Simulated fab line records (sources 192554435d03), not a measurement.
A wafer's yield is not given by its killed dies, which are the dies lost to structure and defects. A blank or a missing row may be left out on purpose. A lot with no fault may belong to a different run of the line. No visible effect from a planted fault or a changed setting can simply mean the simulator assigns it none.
Struck lot and sound lot, side by side    flow n5_finfet    43 out of 1938 route steps
Sound: these wafers, L722.2, L722.4, L722.5. Struck: wafers L725.1, L725.2, L725.4. Last of all comes the cause.
Order at every step that has rows: each side's tool, ch and its chambers, its first start. Under that, the readings that differ: sound wafers    struck wafers    difference of the means    sigmas: that difference in standard deviations of wafers without a fault.
alike: readings whose means differ by less than 2 such deviations, and words and numbers that are the same on both sides. not compared: withheld readings, readings that some wafer has no value for, bounds like >300 that may hide the same value, and numbers for which the record gives no deviation and whose values overlap.
A row with sigmas, a row that says differs or no value, or rows on one side alone: a step with any of these is where the two part. Numbers that have no deviation but don't overlap get no sigmas and don't part them. A reading that every wafer of one side lacks parts them only if that side has two wafers or more.

first, 8 steps without rows for these wafers: N5_WELL_APT_HMDS_01 (time 60 s); N5_WELL_APT_COAT_02 (resist thk 950 nm); N5_WELL_APT_EBR_04; N5_WELL_APT_SOFTBAKE_03 (time 60 s); N5_WELL_APT_EXPOSE_05 (exposes mask NWELL, defocus 0 nm, target cd 200 nm); N5_WELL_APT_PEB_06 (peb time 90 s); N5_WELL_APT_DEVELOP_07 (develop time 45 s); N5_WELL_APT_HARDBAKE_12 (time 120 s).
N5_WELL_APT_CD_MEAS_08 targets a cd of 200 nm.
  sound on cd_sem-02 ch 0, day 4 01:49; struck on cd_sem-02 ch 0, day 4 19:42
  alike: cd_nm
N5_WELL_APT_OVL_MEAS_09:
  sound on overlay-01 ch 0, day 4 01:50; struck on overlay-02 ch 0, day 4 19:44
  alike: NWELL_OVL
N5_WELL_APT_INSPECT_10: inspects for defects (macro).
  sound on defect_inspect-02 at day 4 01:52; struck on defect_inspect-02 at day 4 19:45
  alike: raw_defect_count
N5_WELL_APT_DESCUM_13: chemistry O2, time 7.9 s.
  sound on rie_diel-04 ch 1,2, day 4 01:55; struck on rie_diel-04 ch 0,1,2, day 4 19:47
  alike: drypump_motor_current_A, oes_product_au, rf_vpp_V, showerhead_plenum_p_Torr, throttle_valve_pct
  not compared: rf_hours_counter_h
N5_WELL_APT_IMPLANT_14:
  sound on implanter-02 ch 0, day 4 02:03; struck on implanter-01 ch 0, day 4 19:53
reading             sound                             struck                           difference   sigmas
dose_ions_cm2       1.4996e+13 1.4983e+13 1.4989e+13  2.4984e+13 2.501e+13 2.4998e+13  +1.0008e+13  +99 or more
faraday_current_uA  188 185 194                       323 310 312                      +126         +38
then, 10 steps without rows for these wafers: N5_WELL_APT_IMPLANT_15; N5_WELL_APT_STRIP_16 (strips in SPM, time 900 s); N5_WELL_APT_HMDS_18 (time 60 s); N5_WELL_APT_COAT_19 (resist thk 950 nm); N5_WELL_APT_EBR_21; N5_WELL_APT_SOFTBAKE_20 (time 60 s); N5_WELL_APT_EXPOSE_22 (exposes mask PWELL, defocus 0 nm, target cd 200 nm); N5_WELL_APT_PEB_23 (peb time 90 s); N5_WELL_APT_DEVELOP_24 (develop time 45 s); N5_WELL_APT_HARDBAKE_29 (time 120 s).
N5_WELL_APT_CD_MEAS_25 targets a cd of 200 nm.
  sound on cd_sem-01 ch 0, day 4 02:58; struck on cd_sem-02 ch 0, day 4 20:50
reading     sound              struck             difference  sigmas
cd_nm (nm)  204.5 204.6 204.9  198.8 200.0 198.4  -5.6        -3
N5_WELL_APT_OVL_MEAS_26:
  sound on overlay-01 ch 0, day 4 02:59; struck on overlay-01 ch 0, day 4 20:52
  alike: PWELL_OVL
N5_WELL_APT_INSPECT_27: inspects for defects (macro).
  sound on defect_inspect-01 at day 4 03:01; struck on defect_inspect-01 at day 4 20:54
  alike: raw_defect_count
N5_WELL_APT_DESCUM_30: chemistry O2, time 7.9 s.
  sound on rie_diel-01 ch 0,2,3, day 4 03:02; struck on rie_diel-04 ch 1,2,3, day 4 21:04
  alike: drypump_motor_current_A, oes_product_au, rf_vpp_V, showerhead_plenum_p_Torr, throttle_valve_pct
  not compared: rf_hours_counter_h
then, 3 steps without rows for these wafers: N5_WELL_APT_IMPLANT_31; N5_WELL_APT_IMPLANT_32; N5_WELL_APT_STRIP_33 (strips in SPM, time 900 s).
N5_WELL_APT_RTA_34: time 10 s.
  sound on rtp_anneal-01 ch 0, day 4 03:50; struck on rtp_anneal-02 ch 0, day 4 21:50
  alike: lamp_power_pct, wafer_temp_C_max
then, 4 steps without rows for these wafers: N5_WELL_APT_OXIDE_STRIP_42 (strips SiO2 in dHF, time 45 s, target depth 12 nm); N5_WELL_APT_PRECLEAN_36 (cleans in O3/DIW, time 45 s); N5_WELL_APT_PRECLEAN_39 (cleans in dHF, time 60 s); N5_WELL_APT_SRD_37 (time 30 s).
N5_WELL_APT_EPI_41: deposits Si from SiH4/H2, target thk 50 nm, time 297.7 s.
  sound on epi_rpcvd-01 ch 0, day 4 04:09; struck on epi_rpcvd-01 ch 0, day 4 22:20
  alike: throttle_valve_pct
N5_WELL_APT_INSPECT_38: inspects for defects (darkfield).
  sound on defect_inspect-02 at day 4 04:41; struck on defect_inspect-01 at day 4 22:58
  alike: raw_defect_count
N5_PMOS_HMC_CHANNEL_EPI_HM_DEP_34: deposits SiO2 from TEOS/O2, target thk 36 nm, time 6.9 s.
  sound on pecvd-02 ch 1,2, day 4 04:43; struck on pecvd-02 ch 1,2, day 4 23:00
  alike: heater_power_w, showerhead_plenum_p_Torr, throttle_valve_pct
then, 4 steps without rows for these wafers: N5_PMOS_HMC_CHANNEL_EPI_COAT_31 (time 60 s, resist thk 66 nm); N5_PMOS_HMC_CHANNEL_EPI_COAT_03 (resist thk 205 nm); N5_PMOS_HMC_CHANNEL_EPI_EBR_05; N5_PMOS_HMC_CHANNEL_EPI_SOFTBAKE_04 (time 60 s).
-- the record jumps here: 7 days lie between the struck wafers' starts before and after (it left off in module PMOS_HMC_CHANNEL_EPI and takes up again in module BEOL_M4, whose first step shown is number 1111 of the route) --
N5_BEOL_M4_RC_MEAS_101:
  sound on prober-01 ch 0, day 10 23:35; struck on prober-01 ch 0, day 12 06:58
reading            sound           struck       difference  sigmas
RS_NWELL (ohm/sq)  1038 1026 1034  775 783 788  -251        -35
  alike: DIBL_N, DIBL_P, IOFF_N, IOFF_P, ION_N, ION_P, SS_N, SS_P, VT_N, VT_P

== WHERE THEY PART ==
Earliest at N5_WELL_APT_IMPLANT_14; latest, in this record, at N5_BEOL_M4_RC_MEAS_101.

WHY: what the simulator had put in
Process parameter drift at N5_WELL_APT_IMPLANT_14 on implanter-01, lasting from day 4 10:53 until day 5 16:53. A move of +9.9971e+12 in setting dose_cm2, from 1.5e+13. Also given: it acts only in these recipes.
